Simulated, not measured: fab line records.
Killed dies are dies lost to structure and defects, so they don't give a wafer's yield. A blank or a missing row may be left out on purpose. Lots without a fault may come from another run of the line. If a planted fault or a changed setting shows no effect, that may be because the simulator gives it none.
fab line records	flow nand-harc	part 1 of 2: steps 1 to 27 of 38
[record] lots = 5	wafers = 15	last-day = 32
route steps=1302 shown A_SOURCE_PLATE@416 A_ONON_D1@424 A_CHANNEL_HOLE_D1@450
lots that met no fault: taken from a fault-free run of the same line
start-h: start of the lot's first displayed wafer, in hours after the record's first day	wait-h: hours from the lot's prior step to this one	" same as the row above	L1.1+2: one row covering several wafers at once	- value missing, or start not given	* or withheld: withheld	< > ~ a bound
route shown NAME@n: NAME is a module with steps in the file, n the number in the route of the first one	usual: mean and standard deviation over wafers with no fault	same: alike in all rows	chamber/n: place in a boat	sites: readings site by site	_std_site: standard deviation across them	_edge_site: the outer-site mean with the inner-site mean subtracted	radius-mm: how far each site lies from the wafer's centre	mask NAME#n: copy n	behind: the tool/chamber that last shaped the wafer	hold: why the lot was held/for how many hours/how that ended	device: the transistor (n, p or np) that didn't switch	end of line: tests of these same wafers at the route's end	step lacking rows: just its recipe	killed: count of dies lost to structure and defects at first sort (not the wafer's yield)	map: per-die view of a wafer (x killed, . not killed, _ where there is no die)
set.NAME: the setting the step ran with; set.NAME@STEP: the setting that earlier step ran with	model.NAME: the simulator's own value behind a step, which no gauge read
lots seen at some steps along the route; tables by step, rows by wafer
services: when a tool's chamber went out of use (start-h, in hours from the record's first day, below 0 if earlier), for how many hours, and the reason
[[steps]]
[step NHARC_A_SOURCE_PLATE_THK_MEAS_09]
[recipe] thk-meas-gauge = ellipsometry
[usual] thk-nm = 9.6/1.1
lot.wafer	tool	chamber	start-h	wait-h	thk-nm
L077.1	film-metro-01	-	170.85	0.4	8.0
L077.4	"	-	"	"	10.0
L077.6	"	-	"	"	10.3
L086.2	film-metro-02	-	264.21	0.4	11.5
L086.5	"	-	"	"	8.9
L086.6	"	-	"	"	10.2
L091.2	film-metro-02	-	325.04	0.4	8.5
L091.3	"	-	"	"	8.6
L091.6	"	-	"	"	10.6
L093.1	film-metro-02	-	334.05	0.4	8.1
L093.4	"	-	"	"	10.1
L093.5	"	-	"	"	9.5
L094.1	film-metro-01	-	354.91	0.4	9.0
L094.2	"	-	"	"	10.6
L094.3	"	-	"	"	9.3
[step NHARC_A_SOURCE_PLATE_PVD_04]
[recipe] target-thk-a = 500	material = WSi2
lot.wafer	tool	chamber	start-h	wait-h
L077.1+4+6	pvd-sputter-01	-	170.92	0.1
L086.2+6+5	pvd-sputter-03	-	264.26	0.1
L091.2+3+6	pvd-sputter-01	-	325.12	0.1
L093.1+4+5	pvd-sputter-01	-	334.12	0.1
L094.1+3+2	pvd-sputter-02	-	354.97	0.1
[step NHARC_A_SOURCE_PLATE_CVD_03]
[recipe] target-thk-a = 2000	temp-c = 620	pressure-mtorr = 200	time-s = 4000	material = poly-Si
[usual] zone-power-top-pct = 19.5/2
lot.wafer	tool	chamber	start-h	wait-h	zone-power-top-pct
L077.1	lpcvd-poly-04	0	173.42	-	22.4
L077.4	"	0	"	"	22.6
L077.6	"	0	"	"	22.3
L086.2	lpcvd-poly-01	0	266.69	-	17.2
L086.5	"	0	"	"	17.2
L086.6	"	0	"	"	17.4
L091.2	lpcvd-poly-02	0	327.63	-	20.2
L091.3	"	0	"	"	20.4
L091.6	"	0	"	"	20.1
L093.1	lpcvd-poly-01	0	336.53	-	17.4
L093.4	"	0	"	"	17.6
L093.5	"	0	"	"	17.4
L094.1	lpcvd-poly-01	0	358.60	-	17.2
L094.2	"	0	"	"	17.1
L094.3	"	0	"	"	17.6
[step NHARC_A_SOURCE_PLATE_ANNEAL_05]
[recipe] temp-c = 850	time-s = 1800
[usual] zone-power-top-pct = 29.5/1.3
lot.wafer	tool	chamber	start-h	wait-h	zone-power-top-pct
L077.1	furnace-02	0	178.86	2.3	30.3
L077.4	"	0	"	"	30.7
L077.6	"	0	"	"	30.7
L086.2	furnace-02	0	273.05	3.3	30.4
L086.5	"	0	"	"	30.7
L086.6	"	0	"	"	30.2
L091.2	furnace-04	0	334.01	3.3	27.8
L091.3	"	0	"	"	27.8
L091.6	"	0	"	"	27.8
L093.1	furnace-02	0	342.60	2.9	30.3
L093.4	"	0	"	"	30.3
L093.5	"	0	"	"	31.0
L094.1	furnace-03	0	365.06	3.4	28.4
L094.2	"	0	"	"	28.4
L094.3	"	0	"	"	28.4
[step NHARC_A_SOURCE_PLATE_THK_MEAS_06]
[recipe] thk-meas-gauge = ellipsometry
[usual] thk-nm = 200.5/2.3
lot.wafer	tool	chamber	start-h	wait-h	thk-nm
L077.1	film-metro-01	-	182.79	0.4	201.9
L077.4	"	-	"	"	200.9
L077.6	"	-	"	"	202.2
L086.2	film-metro-01	-	277.00	0.4	197.3
L086.5	"	-	"	"	200.0
L086.6	"	-	"	"	201.2
L091.2	film-metro-02	-	337.97	0.4	201.1
L091.3	"	-	"	"	202.1
L091.6	"	-	"	"	203.3
L093.1	film-metro-01	-	346.56	0.4	204.0
L093.4	"	-	"	"	200.6
L093.5	"	-	"	"	200.6
L094.1	film-metro-01	-	369.08	0.4	200.3
L094.2	"	-	"	"	202.4
L094.3	"	-	"	"	202.3
[step NHARC_A_SOURCE_PLATE_INSPECT_08]
[usual] raw-defect-count = 61/20
lot.wafer	tool	chamber	start-h	wait-h	raw-defect-count
L077.1	defect-inspect-01	-	182.86	0.0	103
L077.4	"	-	"	"	44
L077.6	"	-	"	"	69
L086.2	defect-inspect-01	-	277.06	0.0	100
L086.5	"	-	"	"	92
L086.6	"	-	"	"	52
L091.2	defect-inspect-02	-	338.03	0.0	72
L091.3	"	-	"	"	61
L091.6	"	-	"	"	47
L093.1	defect-inspect-01	-	346.63	0.0	109
L093.4	"	-	"	"	88
L093.5	"	-	"	"	60
L094.1	defect-inspect-01	-	369.14	0.0	29
L094.2	"	-	"	"	36
L094.3	"	-	"	"	90
[step NHARC_A_ONON_D1_DEP_00]
[recipe] target-thk-a = 10000	n2-flow-sccm = 2750	n2o-flow-sccm = 2000	nh3-flow-sccm = 500	sih4-flow-sccm = 210	temp-c = 400
[usual] n2o-flow-sccm = 1999/5.2
lot.wafer	tool	chamber	start-h	wait-h	n2o-flow-sccm
L077.1	pecvd-onon-04	0	182.92	0.1	2006
L077.4	"	0	"	"	1997
L077.6	"	0	"	"	2002
L086.2	pecvd-onon-04	0	277.19	0.1	2008
L086.5	"	0	"	"	1997
L086.6	"	0	"	"	2000
L091.2	pecvd-onon-04	0	338.16	0.1	2003
L091.3	"	0	"	"	2003
L091.6	"	0	"	"	2005
L093.1	pecvd-onon-04	0	346.69	0.1	1997
L093.4	"	0	"	"	2002
L093.5	"	0	"	"	1996
L094.1	pecvd-onon-03	0	369.21	0.1	1997
L094.2	"	0	"	"	1995
L094.3	"	0	"	"	2001
[step NHARC_A_ONON_D1_THK_MEAS_02]
[recipe] thk-meas-gauge = ellipsometry
[usual] thk-nm = 1001/8.6
lot.wafer	tool	chamber	start-h	wait-h	thk-nm
L077.1	film-metro-02	-	183.44	-	1003
L077.4	"	-	"	"	1002
L077.6	"	-	"	"	1004
L086.2	film-metro-01	-	277.64	-	998
L086.5	"	-	"	"	997
L086.6	"	-	"	"	997
L091.2	film-metro-02	-	338.61	-	996
L091.3	"	-	"	"	997
L091.6	"	-	"	"	998
L093.1	film-metro-01	-	347.20	-	1005
L093.4	"	-	"	"	1004
L093.5	"	-	"	"	1005
L094.1	film-metro-02	-	369.72	-	1016
L094.2	"	-	"	"	1016
L094.3	"	-	"	"	1016
[step NHARC_A_ONON_D1_DEP_03]
[recipe] target-thk-a = 10000	n2-flow-sccm = 2750	n2o-flow-sccm = 2000	nh3-flow-sccm = 500	sih4-flow-sccm = 210	temp-c = 400
[usual] n2o-flow-sccm = 2000/6.1
lot.wafer	tool	chamber	start-h	wait-h	n2o-flow-sccm
L077.1	pecvd-onon-03	0	183.49	0.1	1990
L077.4	"	0	"	"	1998
L077.6	"	0	"	"	1997
L086.2	pecvd-onon-04	0	277.75	0.1	2001
L086.5	"	0	"	"	2005
L086.6	"	0	"	"	1999
L091.2	pecvd-onon-04	0	338.72	0.1	2009
L091.3	"	0	"	"	2016
L091.6	"	0	"	"	2013
L093.1	pecvd-onon-02	0	347.25	0.1	2007
L093.4	"	0	"	"	2002
L093.5	"	0	"	"	2001
L094.1	pecvd-onon-03	0	369.78	0.1	1986
L094.2	"	0	"	"	1987
L094.3	"	0	"	"	1988
[step NHARC_A_ONON_D1_THK_MEAS_05]
[recipe] thk-meas-gauge = ellipsometry
[usual] thk-nm = 1002/10
lot.wafer	tool	chamber	start-h	wait-h	thk-nm
L077.1	film-metro-02	-	184.00	-	994
L077.4	"	-	"	"	993
L077.6	"	-	"	"	992
L086.2	film-metro-02	-	278.21	-	1007
L086.5	"	-	"	"	1007
L086.6	"	-	"	"	1007
L091.2	film-metro-02	-	339.17	-	1001
L091.3	"	-	"	"	998
L091.6	"	-	"	"	999
L093.1	film-metro-01	-	347.76	-	1006
L093.4	"	-	"	"	1006
L093.5	"	-	"	"	1007
L094.1	film-metro-01	-	370.29	-	1003
L094.2	"	-	"	"	1004
L094.3	"	-	"	"	1002
[step NHARC_A_ONON_D1_DEP_06]
[recipe] target-thk-a = 10000	n2-flow-sccm = 2750	n2o-flow-sccm = 2000	nh3-flow-sccm = 500	sih4-flow-sccm = 210	temp-c = 400
[usual] n2o-flow-sccm = 2000/6.1
lot.wafer	tool	chamber	start-h	wait-h	n2o-flow-sccm
L077.1	pecvd-onon-02	0	184.06	0.1	1995
L077.4	"	0	"	"	2001
L077.6	"	0	"	"	1995
L086.2	pecvd-onon-04	0	278.32	0.1	1993
L086.5	"	0	"	"	2012
L086.6	"	0	"	"	2000
L091.2	pecvd-onon-04	0	339.29	0.1	2000
L091.3	"	0	"	"	2000
L091.6	"	0	"	"	1999
L093.1	pecvd-onon-03	0	347.82	0.1	1989
L093.4	"	0	"	"	2001
L093.5	"	0	"	"	2007
L094.1	pecvd-onon-03	0	370.34	0.1	2008
L094.2	"	0	"	"	2005
L094.3	"	0	"	"	2013
[step NHARC_A_ONON_D1_THK_MEAS_08]
[recipe] thk-meas-gauge = ellipsometry
[usual] thk-nm = 999/6.7
lot.wafer	tool	chamber	start-h	wait-h	thk-nm
L077.1	film-metro-01	-	184.58	-	1000
L077.4	"	-	"	"	997
L077.6	"	-	"	"	998
L086.2	film-metro-01	-	278.77	-	995
L086.5	"	-	"	"	997
L086.6	"	-	"	"	996
L091.2	film-metro-02	-	339.74	-	997
L091.3	"	-	"	"	997
L091.6	"	-	"	"	997
L093.1	film-metro-01	-	348.31	-	1008
L093.4	"	-	"	"	1012
L093.5	"	-	"	"	1011
L094.1	film-metro-01	-	370.86	-	1005
L094.2	"	-	"	"	1006
L094.3	"	-	"	"	1003
[step NHARC_A_ONON_D1_DEP_09]
[recipe] target-thk-a = 10000	n2-flow-sccm = 2750	n2o-flow-sccm = 2000	nh3-flow-sccm = 500	sih4-flow-sccm = 210	temp-c = 400
[usual] n2o-flow-sccm = 1999/5.3
lot.wafer	tool	chamber	start-h	wait-h	n2o-flow-sccm
L077.1	pecvd-onon-04	0	184.63	0.1	2001
L077.4	"	0	"	"	1994
L077.6	"	0	"	"	2001
L086.2	pecvd-onon-04	0	278.89	0.1	1999
L086.5	"	0	"	"	1996
L086.6	"	0	"	"	1993
L091.2	pecvd-onon-02	0	339.85	0.1	1995
L091.3	"	0	"	"	1994
L091.6	"	0	"	"	1991
L093.1	pecvd-onon-04	0	348.37	0.1	2000
L093.4	"	0	"	"	1997
L093.5	"	0	"	"	2003
L094.1	pecvd-onon-03	0	370.91	0.1	1996
L094.2	"	0	"	"	1996
L094.3	"	0	"	"	2005
[step NHARC_A_ONON_D1_THK_MEAS_11]
[recipe] thk-meas-gauge = ellipsometry
[usual] thk-nm = 998/9.3
lot.wafer	tool	chamber	start-h	wait-h	thk-nm
L077.1	film-metro-02	-	185.14	-	1000
L077.4	"	-	"	"	999
L077.6	"	-	"	"	1002
L086.2	film-metro-02	-	279.34	-	991
L086.5	"	-	"	"	990
L086.6	"	-	"	"	989
L091.2	film-metro-01	-	340.31	-	995
L091.3	"	-	"	"	995
L091.6	"	-	"	"	994
L093.1	film-metro-02	-	348.88	-	1015
L093.4	"	-	"	"	1015
L093.5	"	-	"	"	1015
L094.1	film-metro-01	-	371.42	-	1001
L094.2	"	-	"	"	1000
L094.3	"	-	"	"	1001
[step NHARC_A_ONON_D1_DEP_12]
[recipe] target-thk-a = 10000	n2-flow-sccm = 2750	n2o-flow-sccm = 2000	nh3-flow-sccm = 500	sih4-flow-sccm = 210	temp-c = 400
[usual] n2o-flow-sccm = 1999/5
lot.wafer	tool	chamber	start-h	wait-h	n2o-flow-sccm
L077.1	pecvd-onon-04	0	185.20	0.1	1998
L077.4	"	0	"	"	2010
L077.6	"	0	"	"	1992
L086.2	pecvd-onon-04	0	279.45	0.1	2001
L086.5	"	0	"	"	1995
L086.6	"	0	"	"	2007
L091.2	pecvd-onon-03	0	340.42	0.1	2000
L091.3	"	0	"	"	2005
L091.6	"	0	"	"	1996
L093.1	pecvd-onon-02	0	348.93	0.1	2002
L093.4	"	0	"	"	2005
L093.5	"	0	"	"	1994
L094.1	pecvd-onon-03	0	371.48	0.1	2000
L094.2	"	0	"	"	1996
L094.3	"	0	"	"	1997
[step NHARC_A_ONON_D1_THK_MEAS_14]
[recipe] thk-meas-gauge = ellipsometry
[usual] thk-nm = 998/9.4
lot.wafer	tool	chamber	start-h	wait-h	thk-nm
L077.1	film-metro-01	-	185.71	-	1002
L077.4	"	-	"	"	1003
L077.6	"	-	"	"	1003
L086.2	film-metro-01	-	279.91	-	988
L086.5	"	-	"	"	989
L086.6	"	-	"	"	989
L091.2	film-metro-02	-	340.87	-	1000
L091.3	"	-	"	"	1002
L091.6	"	-	"	"	1000
L093.1	film-metro-02	-	349.45	-	982
L093.4	"	-	"	"	982
L093.5	"	-	"	"	984
L094.1	film-metro-01	-	371.99	-	1000
L094.2	"	-	"	"	997
L094.3	"	-	"	"	1000
[step NHARC_A_ONON_D1_ANNEAL_15]
[recipe] temp-c = 750	time-s = 3600
[usual] zone-power-top-pct = 25.0/0.35
lot.wafer	tool	chamber	start-h	wait-h	zone-power-top-pct
L077.1	furnace-06	0	193.02	7.3	24.6
L077.4	"	0	"	"	24.7
L077.6	"	0	"	"	25.3
L086.2	furnace-01	0	283.09	3.2	26.0
L086.5	"	0	"	"	26.0
L086.6	"	0	"	"	26.5
L091.2	furnace-07	0	345.18	4.3	25.6
L091.3	"	0	"	"	24.9
L091.6	"	0	"	"	25.0
L093.1	furnace-06	0	352.84	3.4	25.2
L093.4	"	0	"	"	24.7
L093.5	"	0	"	"	25.2
L094.1	furnace-07	0	377.67	5.7	24.9
L094.2	"	0	"	"	25.1
L094.3	"	0	"	"	24.9
[step NHARC_A_ONON_D1_DEP_16]
[recipe] target-thk-a = 10000	n2-flow-sccm = 2750	n2o-flow-sccm = 2000	nh3-flow-sccm = 500	sih4-flow-sccm = 210	temp-c = 400
[usual] n2o-flow-sccm = 2001/5.5
lot.wafer	tool	chamber	start-h	wait-h	n2o-flow-sccm
L077.1	pecvd-onon-04	0	197.18	0.4	2010
L077.4	"	0	"	"	2008
L077.6	"	0	"	"	2003
L086.2	pecvd-onon-04	0	287.01	0.1	2005
L086.5	"	0	"	"	1992
L086.6	"	0	"	"	1997
L091.2	pecvd-onon-03	0	349.19	0.1	2005
L091.3	"	0	"	"	2013
L091.6	"	0	"	"	2007
L093.1	pecvd-onon-04	0	356.76	0.1	1996
L093.4	"	0	"	"	1989
L093.5	"	0	"	"	2002
L094.1	pecvd-onon-02	0	381.65	0.1	2001
L094.2	"	0	"	"	1998
L094.3	"	0	"	"	1984
[step NHARC_A_ONON_D1_THK_MEAS_18]
[recipe] thk-meas-gauge = ellipsometry
[usual] thk-nm = 1000/7.4
lot.wafer	tool	chamber	start-h	wait-h	thk-nm
L077.1	film-metro-01	-	197.68	-	996
L077.4	"	-	"	"	995
L077.6	"	-	"	"	994
L086.2	film-metro-02	-	287.47	-	1001
L086.5	"	-	"	"	999
L086.6	"	-	"	"	1002
L091.2	film-metro-01	-	349.64	-	1008
L091.3	"	-	"	"	1007
L091.6	"	-	"	"	1007
L093.1	film-metro-02	-	357.27	-	1011
L093.4	"	-	"	"	1010
L093.5	"	-	"	"	1011
L094.1	film-metro-01	-	382.15	-	990
L094.2	"	-	"	"	990
L094.3	"	-	"	"	989
[step NHARC_A_ONON_D1_DEP_19]
[recipe] target-thk-a = 10000	n2-flow-sccm = 2750	n2o-flow-sccm = 2000	nh3-flow-sccm = 500	sih4-flow-sccm = 210	temp-c = 400
[usual] n2o-flow-sccm = 2001/5.6
lot.wafer	tool	chamber	start-h	wait-h	n2o-flow-sccm
L077.1	pecvd-onon-03	0	197.74	0.1	2011
L077.4	"	0	"	"	2000
L077.6	"	0	"	"	1999
L086.2	pecvd-onon-03	0	287.58	0.1	2005
L086.5	"	0	"	"	1997
L086.6	"	0	"	"	1999
L091.2	pecvd-onon-04	0	349.76	0.1	2012
L091.3	"	0	"	"	2004
L091.6	"	0	"	"	2010
L093.1	pecvd-onon-02	0	357.32	0.1	2007
L093.4	"	0	"	"	2008
L093.5	"	0	"	"	2005
L094.1	pecvd-onon-04	0	382.21	0.1	2006
L094.2	"	0	"	"	2001
L094.3	"	0	"	"	2006
[step NHARC_A_ONON_D1_THK_MEAS_21]
[recipe] thk-meas-gauge = ellipsometry
[usual] thk-nm = 1005/8.5
lot.wafer	tool	chamber	start-h	wait-h	thk-nm
L077.1	film-metro-01	-	198.25	-	991
L077.4	"	-	"	"	991
L077.6	"	-	"	"	990
L086.2	film-metro-01	-	288.03	-	1002
L086.5	"	-	"	"	1002
L086.6	"	-	"	"	1002
L091.2	film-metro-01	-	350.21	-	1013
L091.3	"	-	"	"	1013
L091.6	"	-	"	"	1012
L093.1	film-metro-02	-	357.83	-	1006
L093.4	"	-	"	"	1006
L093.5	"	-	"	"	1006
L094.1	film-metro-01	-	382.72	-	1001
L094.2	"	-	"	"	1000
L094.3	"	-	"	"	1000
[step NHARC_A_ONON_D1_DEP_22]
[recipe] target-thk-a = 10000	n2-flow-sccm = 2750	n2o-flow-sccm = 2000	nh3-flow-sccm = 500	sih4-flow-sccm = 210	temp-c = 400
[usual] n2o-flow-sccm = 2000/6
lot.wafer	tool	chamber	start-h	wait-h	n2o-flow-sccm
L077.1	pecvd-onon-04	0	198.31	0.1	1997
L077.4	"	0	"	"	2007
L077.6	"	0	"	"	1998
L086.2	pecvd-onon-04	0	288.15	0.1	1997
L086.5	"	0	"	"	1993
L086.6	"	0	"	"	1996
L091.2	pecvd-onon-02	0	350.32	0.1	2007
L091.3	"	0	"	"	2001
L091.6	"	0	"	"	2001
L093.1	pecvd-onon-04	0	357.89	0.1	1983
L093.4	"	0	"	"	1994
L093.5	"	0	"	"	1997
L094.1	pecvd-onon-04	0	382.78	0.1	2002
L094.2	"	0	"	"	1996
L094.3	"	0	"	"	2006
[step NHARC_A_ONON_D1_THK_MEAS_24]
[recipe] thk-meas-gauge = ellipsometry
[usual] thk-nm = 999/10
lot.wafer	tool	chamber	start-h	wait-h	thk-nm
L077.1	film-metro-01	-	198.82	-	1006
L077.4	"	-	"	"	1005
L077.6	"	-	"	"	1007
L086.2	film-metro-01	-	288.60	-	981
L086.5	"	-	"	"	979
L086.6	"	-	"	"	980
L091.2	film-metro-02	-	350.78	-	1009
L091.3	"	-	"	"	1011
L091.6	"	-	"	"	1010
L093.1	film-metro-02	-	358.41	-	1008
L093.4	"	-	"	"	1010
L093.5	"	-	"	"	1008
L094.1	film-metro-01	-	383.28	-	1003
L094.2	"	-	"	"	1003
L094.3	"	-	"	"	1001
[step NHARC_A_ONON_D1_DEP_25]
[recipe] target-thk-a = 10000	n2-flow-sccm = 2750	n2o-flow-sccm = 2000	nh3-flow-sccm = 500	sih4-flow-sccm = 210	temp-c = 400
[usual] n2o-flow-sccm = 2000/6
lot.wafer	tool	chamber	start-h	wait-h	n2o-flow-sccm
L077.1	pecvd-onon-04	0	198.87	0.1	1993
L077.4	"	0	"	"	2000
L077.6	"	0	"	"	2003
L086.2	pecvd-onon-04	0	288.71	0.1	2003
L086.5	"	0	"	"	2016
L086.6	"	0	"	"	2003
L091.2	pecvd-onon-03	0	350.89	0.1	2002
L091.3	"	0	"	"	1995
L091.6	"	0	"	"	1990
L093.1	pecvd-onon-02	0	358.47	0.1	2003
L093.4	"	0	"	"	1997
L093.5	"	0	"	"	2006
L094.1	pecvd-onon-03	0	383.34	0.1	1994
L094.2	"	0	"	"	2002
L094.3	"	0	"	"	1992
[step NHARC_A_ONON_D1_THK_MEAS_27]
[recipe] thk-meas-gauge = ellipsometry
[usual] thk-nm = 1001/12
lot.wafer	tool	chamber	start-h	wait-h	thk-nm
L077.1	film-metro-01	-	199.38	-	1025
L077.4	"	-	"	"	1023
L077.6	"	-	"	"	1023
L086.2	film-metro-01	-	289.17	-	994
L086.5	"	-	"	"	994
L086.6	"	-	"	"	995
L091.2	film-metro-02	-	351.35	-	1017
L091.3	"	-	"	"	1015
L091.6	"	-	"	"	1017
L093.1	film-metro-02	-	358.97	-	993
L093.4	"	-	"	"	993
L093.5	"	-	"	"	992
L094.1	film-metro-01	-	383.85	-	1003
L094.2	"	-	"	"	1002
L094.3	"	-	"	"	1004
[step NHARC_A_ONON_D1_DEP_28]
[recipe] target-thk-a = 10000	n2-flow-sccm = 2750	n2o-flow-sccm = 2000	nh3-flow-sccm = 500	sih4-flow-sccm = 210	temp-c = 400
[usual] n2o-flow-sccm = 1998/6.1
lot.wafer	tool	chamber	start-h	wait-h	n2o-flow-sccm
L077.1	pecvd-onon-04	0	199.44	0.1	1989
L077.4	"	0	"	"	2001
L077.6	"	0	"	"	1997
L086.2	pecvd-onon-02	0	289.28	0.1	1986
L086.5	"	0	"	"	1993
L086.6	"	0	"	"	1985
L091.2	pecvd-onon-03	0	351.46	0.1	2005
L091.3	"	0	"	"	2007
L091.6	"	0	"	"	1993
L093.1	pecvd-onon-04	0	359.03	0.1	2005
L093.4	"	0	"	"	2005
L093.5	"	0	"	"	2001
L094.1	pecvd-onon-04	0	383.90	0.1	2016
L094.2	"	0	"	"	2002
L094.3	"	0	"	"	2008
[step NHARC_A_ONON_D1_THK_MEAS_30]
[recipe] thk-meas-gauge = ellipsometry
[usual] thk-nm = 1000/11
lot.wafer	tool	chamber	start-h	wait-h	thk-nm
L077.1	film-metro-02	-	199.95	-	1009
L077.4	"	-	"	"	1012
L077.6	"	-	"	"	1011
L086.2	film-metro-01	-	289.74	-	992
L086.5	"	-	"	"	992
L086.6	"	-	"	"	994
L091.2	film-metro-02	-	351.91	-	985
L091.3	"	-	"	"	986
L091.6	"	-	"	"	985
L093.1	film-metro-02	-	359.54	-	996
L093.4	"	-	"	"	996
L093.5	"	-	"	"	997
L094.1	film-metro-01	-	384.41	-	1010
L094.2	"	-	"	"	1009
L094.3	"	-	"	"	1009
